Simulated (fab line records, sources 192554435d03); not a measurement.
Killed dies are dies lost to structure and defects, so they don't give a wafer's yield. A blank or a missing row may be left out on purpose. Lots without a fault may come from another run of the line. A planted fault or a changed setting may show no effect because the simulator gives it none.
fab line records | flow n5_finfet
record lots=4 wafers=12 last_day=19
route steps=1938 shown BEOL_M9@1413 PASSIVATION@1936
lots that met no fault: from a run of the same line without faults
start_h: hours from the record's first day to the start of the lot's first wafer shown | wait_h: hours since the lot's step before | " the same as in the row above | L1.1+2: a row that stands for several wafers | - no value, or no start given | * or withheld: withheld | < > ~ a bound
route shown NAME@n: a module of which the file shows steps, and the number in the route of the first | usual: mean/standard deviation of fault-free wafers | same: alike in all rows | chamber/n: place in a boat | sites: the reading at each site | _std_site: their standard deviation | _edge_site: outer sites' mean less inner sites' | radius_mm: how far each site lies from the wafer's centre | mask NAME#n: copy n | behind: the tool/chamber that last shaped the wafer | hold: why the lot was held/for how many hours/how that ended | device: the transistor (n, p or np) that didn't switch | end of line: the same wafers' tests at the end of the route | a step without rows: its recipe alone | killed: dies lost to structure and defects at the first sort, not the wafer's yield | map: a wafer's dies, x killed, . not, _ none there
set.NAME: the setting as run; set.NAME@STEP: as run at that earlier step | model.NAME: the simulator's own value behind a step, which no gauge read
lots at some steps of the route; a table a step, a row a wafer
services: from which hour (start_h, from the record's first day; less than 0 if before it) a tool's chamber was out of use, for how many hours, and why
## steps
# step N5_BEOL_M9_DEVELOP_10
# recipe develop_time_s=30 developer=TMAH resist=CAR-ArF rinse_liquid=diw dry=air_spin dev_temp_c=23
# step N5_BEOL_M9_DESCUM_16
# recipe chemistry=O2 time_s=7.9 source_power_w=50 bias_power_w=20 pressure_mtorr=20 rf_frequency_hz=2.712e+07 temp_c=40 resist=CAR-ArF o2_flow_sccm=225
# step N5_BEOL_M9_ETCH_61
# recipe chemistry=CF4 target=SiARC target_depth_a=390 mask_material=CAR-ArF time_s=65 ion_energy_ev=80 pressure_mtorr=40 source_w=545 bias_w=36 Ar_flow_sccm=100 cf4_flow_sccm=100 ends=cleared
# step N5_BEOL_M9_ETCH_62
# recipe chemistry=N2/H2 target=SOC target_depth_a=1100 overetch_a=220 mask_material=SiARC temp_c=40 time_s=165 ion_energy_ev=200 pressure_mtorr=30 source_w=840 bias_w=150 n2_flow_sccm=200 h2_flow_sccm=200
# step N5_BEOL_M9_STRIP_68
# recipe chemistry=N2/H2 temp_c=40 n2_flow_sccm=200 h2_flow_sccm=200 rf_frequency_hz=6e+07
# step N5_BEOL_M9_STRIP_67
# recipe chemistry=CF4 resist=SiARC power_w=300 bias_power_w=75 pressure_mtorr=50 cf4_flow_sccm=150 rf_frequency_hz=6e+07
# step N5_BEOL_M9_HM_OPEN_17
# recipe chemistry=Cl2/BCl3 target_depth_a=200 overetch_a=60 target=TiN mask_material=SOC ion_energy_ev=150 pressure_mtorr=10 icp_w=1000 bias_w=126 Cl2_flow_sccm=53.25 bcl3_flow_sccm=21.75 Ar_flow_sccm=25
# step N5_BEOL_M9_STRIP_19
# recipe chemistry=O2 power_w=400 temp_c=40 pressure_mtorr=30 rf_frequency_hz=6e+07 bias_power_w=0 overash_fraction=0.2 o2_flow_sccm=225
# step N5_BEOL_M9_COAT_63
# recipe resist=SOC temp_c=250 time_s=60 spin_rpm=1500 resist_thk_nm=60
# usual spin_speed_rpm=1500.2/0.95
# same time_s=60
# columns lot.wafer tool chamber start_h wait_h spin_speed_rpm model.SOC_of_BEOL_M9_COAT_63.thk_nm
L273.1 litho_track-03 0 310.55 4.0 1714.6 56.2
L273.2 " 0 " " 1713.8 56.2
L273.5 " 0 " " 1714.5 56.2
L274.1 litho_track-03 0 320.11 1.3 1713.4 56.4
L274.2 " 0 " " 1716.1 56.4
L274.4 " 0 " " 1714.7 56.2
L284.1 litho_track-05 0 373.71 0.3 1500.4 59.8
L284.3 " 0 " " 1500.5 60
L284.6 " 0 " " 1498.0 60
L285.1 litho_track-03 0 382.39 1.6 1499.1 60
L285.2 " 0 " " 1500.0 59.8
L285.6 " 0 " " 1500.5 60.2
# step N5_BEOL_M9_COAT_64
# recipe resist=SiARC temp_c=220 time_s=60 spin_rpm=1500 resist_thk_nm=12
# step N5_BEOL_M9_COAT_75
# recipe resist=underlayer temp_c=205 time_s=60 spin_rpm=1500 resist_thk_nm=5
# step N5_BEOL_M9_COAT_22
# recipe resist=CAR-EUV spin_rpm=1500 resist_thk_nm=30
# step N5_BEOL_M9_EBR_24
# recipe solvent=PGMEA ebr_width_mm=1.5
# step N5_BEOL_M9_SOFTBAKE_23
# recipe temp_c=110 time_s=60 resist=CAR-EUV
# step N5_BEOL_M9_EXPOSE_25
# recipe mask_id=V8 na=0.33 source_shape=annular sigma_inner=0.4 sigma_outer=0.8 polarization=unpolarized dose_mj=37.25
# step N5_BEOL_M9_PEB_26
# recipe peb_temp_c=100 peb_time_s=60 resist=CAR-EUV
# step N5_BEOL_M9_DEVELOP_27
# recipe develop_time_s=30 developer=TMAH resist=CAR-EUV rinse_liquid=surfactant_rinse dry=air_spin dev_temp_c=23
# step N5_BEOL_M9_DESCUM_33
# recipe chemistry=O2 time_s=7 source_power_w=50 bias_power_w=20 pressure_mtorr=20 rf_frequency_hz=2.712e+07 temp_c=40 resist=CAR-EUV o2_flow_sccm=225
# step N5_BEOL_M9_ETCH_76
# recipe chemistry=N2/H2 target=underlayer target_depth_a=65 mask_material=CAR-EUV time_s=5.2 ion_energy_ev=200 pressure_mtorr=30 source_w=840 bias_w=150 n2_flow_sccm=200 h2_flow_sccm=200 ends=cleared
# step N5_BEOL_M9_ETCH_65
# recipe chemistry=CF4 target=SiARC target_depth_a=156 mask_material=CAR-EUV time_s=26 ion_energy_ev=80 pressure_mtorr=40 source_w=545 bias_w=36 Ar_flow_sccm=100 cf4_flow_sccm=100 ends=cleared
# step N5_BEOL_M9_ETCH_66
# recipe chemistry=N2/H2 target=SOC target_depth_a=800 overetch_a=160 mask_material=SiARC temp_c=40 time_s=120 ion_energy_ev=200 pressure_mtorr=30 source_w=840 bias_w=150 n2_flow_sccm=200 h2_flow_sccm=200
# usual drypump_motor_current_A=5.8/0.36 n2_flow_sccm=199.9/0.64 oes_product_au=0.62/0.065 rf_vpp_V=525.0/2.4 showerhead_plenum_p_Torr=2.57/0.08 throttle_valve_pct=17.80/0.22
# same time_s=120
# columns lot.wafer tool chamber start_h wait_h drypump_motor_current_A n2_flow_sccm oes_product_au rf_hours_counter_h rf_vpp_V showerhead_plenum_p_Torr throttle_valve_pct model.etch.depth_nm
L273.1 rie_diel-01 2 311.35 0.0 5.8 200.2 0.66 42 528.7 2.68 17.53 56.22
L273.2 " 1 " " 5.8 201.5 0.66 30 524.6 2.61 17.87 56.2
L273.5 " 1 " " 5.8 200.6 0.65 - 526.0 2.61 17.87 56.26
L274.1 rie_diel-02 1 320.70 0.0 5.7 199.1 0.64 45 526.6 2.58 17.61 56.32
L274.2 " 3 " " 6.3 199.1 0.62 68 528.8 2.68 17.80 56.37
L274.4 " 1 " " 5.7 199.5 0.63 - 525.8 2.58 17.61 56.28
L284.1 rie_diel-01 0 374.35 0.0 6.3 198.7 0.60 114 524.0 2.58 18.19 59.74
L284.3 " 1 " " 5.8 201.1 0.65 48 524.5 2.60 17.90 60.04
L284.6 " 1 " " 5.8 200.6 0.64 - 524.5 2.60 17.91 59.93
L285.1 rie_diel-01 1 382.90 0.0 5.8 199.2 0.64 52 524.5 2.60 17.91 59.91
L285.2 " 0 " " 6.3 200.0 0.60 118 524.2 2.58 18.19 59.85
L285.6 " 2 " " 5.8 199.3 0.67 - 528.3 2.67 17.56 60.15
# step N5_BEOL_M9_STRIP_69
# recipe chemistry=N2/H2 temp_c=40 n2_flow_sccm=200 h2_flow_sccm=200 rf_frequency_hz=6e+07
# step N5_BEOL_M9_STRIP_77
# recipe chemistry=N2/H2 temp_c=40 n2_flow_sccm=200 h2_flow_sccm=200 rf_frequency_hz=6e+07
# step N5_BEOL_M9_VIA_ETCH_34
# recipe chemistry=C4F6/O2 target=SiCOH_lowk target_depth_a=1824 mask_material=SOC taper_deg=4 time_s=68.4 ion_energy_ev=250 pressure_mtorr=30 source_w=345 bias_w=185 Ar_flow_sccm=300 C4F6_flow_sccm=10 O2_flow_sccm=10
# usual drypump_motor_current_A=5.8/0.36 oes_f_703_au=0.81/0.086 oes_product_au=0.81/0.088 rf_vpp_V=669/13 showerhead_plenum_p_Torr=2.88/0.078 throttle_valve_pct=20.93/0.18
# same time_s=68.4
# columns lot.wafer tool chamber start_h wait_h drypump_motor_current_A oes_f_703_au oes_product_au rf_hours_counter_h rf_vpp_V showerhead_plenum_p_Torr throttle_valve_pct model.SOC_of_BEOL_M9_COAT_63.thk_nm
L273.1 rie_diel-01 2 311.45 0.0 5.9 0.90 0.92 42 669 2.99 20.74 47
L273.2 " 1 " " 5.8 0.89 0.88 30 638 2.92 21.01 47.2
L273.5 " 1 " " 5.8 0.89 0.88 - 639 2.92 21.02 47.2
L274.1 rie_diel-02 1 320.80 0.0 5.7 0.83 0.86 45 674 2.92 20.87 47.6
L274.2 " 3 " " 6.2 0.86 0.85 68 653 2.98 20.76 47.2
L274.4 " 1 " " 5.7 0.83 0.86 - 675 2.92 20.87 47.4
L284.1 rie_diel-01 0 374.45 0.0 6.3 0.77 0.79 114 684 2.87 21.26 50.8
L284.3 " 1 " " 5.8 0.86 0.85 48 638 2.91 21.06 51
L284.6 " 1 " " 5.8 0.86 0.85 - 639 2.91 21.04 50.8
L285.1 rie_diel-01 1 383.00 0.0 5.8 0.85 0.84 52 639 2.91 21.05 51
L285.2 " 0 " " 6.3 0.76 0.78 118 685 2.87 21.25 51
L285.6 " 2 " " 5.9 0.87 0.87 - 669 2.98 20.76 51.2
# step N5_BEOL_M9_STRIP_73
# recipe chemistry=C4F6/O2 resist=SiARC rf_frequency_hz=6e+07
# step N5_PASSIVATION_PROBE_49
# usual defect_limited_yield=91.2/1.4 killed_at_M0_to_M3=34/9.4 killed_at_M4_up=14/5.6 killed_at_contacts=13/7.8 killed_at_front_end=37/10 killed_at_other=4/3.3 killed_dies=103/17 killed_open=68/13 killed_short=33/8.2 sort_bin_5_function=5.1/0.92 sort_bin_6_memory=3.3/0.71 sort_n_pass=1077/17 sort_yield_pct=91.2/1.4
# same gross_dies=1180 killed_at_back_side=0 sort_bin_4_leakage[%]=0 sort_bin_8_speed[%]=0
# columns lot.wafer tool chamber start_h wait_h defect_limited_yield[%] killed_at_M0_to_M3 killed_at_M4_up killed_at_contacts killed_at_front_end killed_at_other killed_dies killed_open killed_short sort_bin_5_function[%] sort_bin_6_memory[%] sort_n_pass sort_yield_pct[%]
L273.2 prober-02 - 372.59 0.1 91.2 39 11 19 35 0 104 64 39 5.3 3.3 1076 91.2
L273.5 prober-02 - 372.74 0.2 91.4 40 18 15 26 3 102 75 27 5.3 3.4 1078 91.4
# killed by level:class
L273.2 BEOL_M3:geometric_particle:open=16 MOL_CONTACT_COAG:geometric_particle:open=13 FIN_SAQP:geometric_particle:short=10 BEOL_M0_SAQP:geometric_particle:short=9 GATE_CUT:geometric_particle:short=7 MOL_CONTACT_COAG:geometric_particle:short=6 BEOL_M0_SAQP:geometric_particle:open=5 BEOL_M2:geometric_particle:open=4
L273.5 MOL_CONTACT_COAG:geometric_particle:open=13 BEOL_M2:geometric_particle:open=9 BEOL_M3:geometric_particle:open=7 BEOL_M0_SAQP:geometric_particle:open=7 BEOL_M0_SAQP:geometric_particle:short=7 FIN_SAQP:geometric_particle:open=6 BEOL_M1:geometric_particle:open=6 GATE_CUT:geometric_particle:open=5
## services
# columns tool chamber start_h hours kind
rie_diel-01 0 309.55 5.6 repair
rie_diel-02 2 313.40 - clean
rie_diel-02 2 313.40 - consumable_replace:focus_ring
rie_diel-02 2 313.40 18.2 scheduled_down
rie_diel-02 2 313.40 18.2 vent_cycle
rie_diel-01 - 320.61 2.8 pm
rie_diel-01 3 370.74 13.1 repair
## key
first_sign step=N5_BEOL_M9_COAT_63 reading=spin_speed_rpm direction=up sigmas=99+ usual=* struck=*
effect none on later readings
model_effect step=N5_BEOL_M9_COAT_63 value=SOC_of_BEOL_M9_COAT_63.thk_nm without=60.17 struck=56.27
model_effect step=N5_BEOL_M9_ETCH_66 value=etch.depth_nm without=60.16 struck=56.27
model_effect step=N5_BEOL_M9_VIA_ETCH_34 value=SOC_of_BEOL_M9_COAT_63.thk_nm without=51.17 struck=47.27
met_at N5_BEOL_M9_COAT_63
struck_wafers L273.1,L273.2,L273.5,L274.1,L274.2,L274.4
fault kind=process_parameter_drift tool=litho_track-03 chamber=- onset_h=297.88 steps=N5_BEOL_M9_COAT_63 channel=spin_rpm offset=* shape=step end_h=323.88 acts_in=* stated=*
